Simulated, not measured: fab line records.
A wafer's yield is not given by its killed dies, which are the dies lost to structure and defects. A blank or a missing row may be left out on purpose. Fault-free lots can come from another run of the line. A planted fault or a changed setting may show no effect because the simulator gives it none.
A lot that was struck, set against a sound lot -- flow n5_finfet -- 35 steps out of a route of 1938
Sound: these wafers, L596.2, L596.4, L596.5. Struck: wafer L590.3 (left out: L590.4, L590.6 of the same lot, which were not struck); the cause appears at the end.
Per side, at each step with rows, come the tool, then ch with its chambers, and then its first start. Under that, the readings that differ: sound wafers -- struck wafers -- difference of the means -- sigmas: that difference in standard deviations of wafers without a fault.
alike: readings with means less than 2 such deviations apart, plus words and numbers identical on both sides. not compared: withheld readings, readings lacking a value on some wafer, bounds such as >300 that could conceal the same value, and numbers that have no deviation in the record and whose values overlap.
A row with sigmas, a row that says differs or no value, or rows on one side alone: a step with any of these is where the two part. When numbers do not overlap yet have no deviation, they are printed without sigmas and do not part them. A reading that every wafer of one side lacks parts them only if that side has two wafers or more.

first, 12 steps without rows for these wafers: N5_SD_EPI_P_ETCH_37 (etches SOC in N2/H2, overetch 108 nm, time 486 s); N5_SD_EPI_P_STRIP_38 (strips in N2/H2); N5_SD_EPI_P_ETCHBACK_46 (etches SiNx in CH3F/O2, stops on SiO2, target depth 17.5 nm); N5_SD_EPI_P_ETCH_47 (etches SiOCN in CH3F/O2, target depth 25 nm); N5_SD_EPI_P_ETCH_16 (etches SiO2 in CHF3/O2, target depth 5 nm); N5_SD_EPI_P_STRIP_50 (strips in CHF3/O2); N5_SD_EPI_P_SD_RECESS_17 (chemistry HBr/Cl2/O2, target depth 39.1 nm, bt time 3 s); N5_SD_EPI_P_WET_ETCH_45 (etches SiO2 in dHF, time 10.7 s, target depth 2 nm, rinse time 30 s); N5_SD_EPI_P_STRIP_40 (strips in N2/H2); N5_SD_EPI_P_PRECLEAN_52 (cleans in O3/DIW, time 60 s); N5_SD_EPI_P_SRD_20 (time 30 s); N5_SD_EPI_P_PRECLEAN_51 (cleans in NF3:NH3, afs cycles 1, time 20 s, sublimation time 60 s).
N5_SD_EPI_P_VAPOR_ETCH_44: etches SiGe30 in NF3/Ar, time 3.3 s.
  sound on epi_rpcvd-03 ch 0, day 7 10:23; struck on epi_rpcvd-01 ch 0, day 6 01:16
then, 20 steps without rows for these wafers: N5_SD_EPI_P_EPI_21 (deposits SiGe:B, time 355 s); N5_SD_EPI_P_HM_STRIP_48 (strips SiNx in H3PO4, material SiNx, target depth 3 nm); N5_SD_EPI_P_SRD_49 (time 30 s); N5_SD_EPI_P_PRECLEAN_24 (cleans in O3/DIW, time 45 s); N5_SD_EPI_P_PRECLEAN_32 (cleans in dHF, time 10 s); N5_SD_EPI_P_PRECLEAN_33 (cleans in SC2, time 45 s); N5_SD_EPI_P_SRD_25 (time 30 s); N5_SD_ACTIVATION_RTA_00 (time 0 s); N5_SD_ACTIVATION_LSA_01 (time 0.0008 s); N5_ILD0_LINER_00 (material SiNx, target thk 4 nm, pulse time 1 s, purge time 2 s); N5_ILD0_FCVD_FILL_01 (material SiO2 flowable, target thk 200 nm, time 328.3 s); N5_ILD0_CURE_02 (time 1800 s); N5_ILD0_CMP_03 (polishes, stops on SiNx, t overpolish 1.9 s, target thk 197.38 nm); N5_ILD0_CMP_07 (polishes SiO2 flowable, stops on poly-Si, t overpolish 1.18 s, target thk 138.88 nm); N5_ILD0_PRECLEAN_10 (cleans in NF3:NH3, afs cycles 5, time 20 s, sublimation time 60 s); N5_ILD0_ALD_15 (deposits SiNx, target thk 24 nm, pulse time 1 s, ald cycles 480); N5_ILD0_CMP_12 (polishes SiNx, stops on poly-Si, t overpolish 6 s, target thk 17.67 nm); N5_SDB_HM_DEP_00 (deposits SiNx from SiH4/NH3/N2, target thk 40 nm, time 35.3 s); N5_SDB_COAT_03 (time 60 s, resist thk 100 nm); N5_SDB_COAT_04 (time 60 s, resist thk 18 nm).
-- the record jumps here: 5 days lie between the struck wafers' starts before and after (it left off in module SDB and takes up again in module BEOL_M4, whose first step shown is number 1111 of the route) --
N5_BEOL_M4_RC_MEAS_101:
  sound on prober-01 ch 0, day 11 23:10; struck on prober-02 ch 0, day 10 18:11
reading,sound,struck,difference,sigmas
DIBL_P (mV/V),37.6 36.5 38.6,61.4,+23.8,+11
IOFF_P (nA/um),0.22 0.21 0.25,2.18,+1.95,+48
IOFF_P_85C (nA/um),3.9 3.8 4.3,25.9,+21.9,+38
IOFF_P_LIN (nA/um),0.104 0.105 0.115,0.642,+0.534,+36
ION_P (uA/um),461 474 471,566,+97,+11
REXT_P (ohm.um),100.2 98.2 99.6,78.9,-20.4,-8
SS_P (mV/dec),73.8 72.7 73.8,78.8,+5.4,+9
VT_P (mV),-249 -250 -247,-211,+38,+11
VT_P_LVT (mV),-99 -99 -97,-59,+39,+12
  alike: DIBL_N, IOFF_N, IOFF_P_LONG, ION_N, SS_N, VT_N
-- record jumps: 4 days separate the struck wafers' starts on either side; left off in module BEOL_M4, taken up again in module PASSIVATION, whose first shown step is the route's number 1936 --
N5_PASSIVATION_PROBE_49:
  sound: prober-01 at day 16 09:10; struck: prober-01 at day 15 01:49
reading,sound,struck,difference,sigmas
killed_at_M0_to_M3,42,22,-20,-2
killed_at_M4_up,11,32,+21,+4
sort_bin_4_leakage (%),0,90.51,+90.51,+99 or more
sort_n_pass,1076,0,-1076,-63
sort_yield_pct (%),91.2,0,-91,-65
  alike: defect_limited_yield, killed_at_contacts, killed_at_front_end, killed_at_other, killed_dies, killed_open, killed_short, sort_bin_5_function, sort_bin_6_memory

## WHERE THEY PART
At N5_BEOL_M4_RC_MEAS_101 first; at N5_PASSIVATION_PROBE_49 last (within this record only).

WHY: what the simulator had put in
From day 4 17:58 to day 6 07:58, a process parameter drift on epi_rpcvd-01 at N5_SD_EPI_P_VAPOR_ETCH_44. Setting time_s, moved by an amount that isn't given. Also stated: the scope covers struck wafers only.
